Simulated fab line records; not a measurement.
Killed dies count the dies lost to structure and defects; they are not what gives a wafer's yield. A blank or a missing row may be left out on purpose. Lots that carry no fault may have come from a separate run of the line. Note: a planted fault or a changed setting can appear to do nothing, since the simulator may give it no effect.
Struck lot and sound lot, side by side ; flow n5_finfet ; 14 out of 1938 route steps
Sound: these wafers, L424.2, L424.5, L424.6. The struck wafers were L426.1, L426.3, L426.5. The cause is named last.
At each step with rows: each side's tool, then ch and its chambers, then its first start. Under that, the readings that differ: sound wafers ; struck wafers ; difference of the means ; sigmas: that difference in standard deviations of wafers without a fault.
alike: same words and numbers on both sides, and readings whose means sit less than 2 such deviations apart. not compared: any withheld reading, any reading some wafer has no value for, any bound like >300 that may hide the same value, and any number with overlapping values for which the record gives no deviation.
Wherever a step has rows on one side only, a row that says differs or no value, or a row with sigmas, the two part there. When numbers do not overlap yet have no deviation, they are printed without sigmas and do not part them. A reading missing from all wafers of one side parts the sides only when that side holds two or more wafers.

N5_BEOL_M6_INSPECT_58: inspects for defects (darkfield).
  sound on defect_inspect-01 at day 13 06:01; struck on defect_inspect-02 at day 13 13:04
  alike: raw_defect_count
N5_BEOL_M7_ILD_DEP_00: deposits SiCOH lowk from DEMS/porogen, target thk 179.75 nm, time 33.4 s.
  sound on pecvd-04 ch 0,2, day 13 06:04; struck on pecvd-04 ch 0,1, day 13 13:06
  alike: heater_power_w, showerhead_plenum_p_Torr, throttle_valve_pct
N5_BEOL_M7_CURE_74: cures SiCOH lowk, time 240 s.
  sound on uv_cure-01 ch 1, day 13 06:15; struck on uv_cure-03 ch 1, day 13 13:10
reading;sound;struck;difference;sigmas
wafer_temp_C_max;386.9 386.3 386.2;388.3 388.7 388.0;+1.9;+2
  alike: lamp_power_pct
N5_BEOL_M7_THK_MEAS_01:
  sound on film_metro-01 at day 13 06:41; struck on film_metro-01 at day 13 13:41
  alike: M7_ILD_THK
N5_BEOL_M7_PECVD_70: deposits SiO2 from TEOS/O2, target thk 20 nm, time 22.7 s.
  sound on pecvd-01 ch 1,2, day 13 06:43; struck on pecvd-01 ch 0,1,2, day 13 13:43
  alike: heater_power_w, showerhead_plenum_p_Torr, throttle_valve_pct
N5_BEOL_M7_HM_DEP_02: deposits TiN, target thk 20 nm.
  sound on pvd_sputter-01 at day 13 07:33; struck on pvd_sputter-01 at day 13 15:35
  alike: chamber_pressure_pa, substrate_temp_c, throttle_valve_pct
then, 6 steps without rows for these wafers: N5_BEOL_M7_COAT_59 (time 60 s, resist thk 100 nm); N5_BEOL_M7_COAT_60 (time 60 s, resist thk 35 nm); N5_BEOL_M7_COAT_05 (resist thk 90 nm); N5_BEOL_M7_EBR_07; N5_BEOL_M7_SOFTBAKE_06 (time 60 s); N5_BEOL_M7_EXPOSE_08 (exposes mask M7).
N5_BEOL_M7_PEB_09: peb time 60 s.
  struck on litho_track-05, day 13 16:01; sound on litho_track-05 ch 0, day 13 07:52
  no value came back on the struck wafers for chill_plate_temp_C (C), exhaust_pa (Pa); on the sound wafers chill_plate_temp_C (C) reads 22.97 23.04 23.01
then, 1 step without rows for these wafers: N5_BEOL_M7_DEVELOP_10 (develop time 30 s).

WHERE THEY PART
First at N5_BEOL_M7_CURE_74; last, within this record, at N5_BEOL_M7_PEB_09.

WHY: whatever the simulator had introduced
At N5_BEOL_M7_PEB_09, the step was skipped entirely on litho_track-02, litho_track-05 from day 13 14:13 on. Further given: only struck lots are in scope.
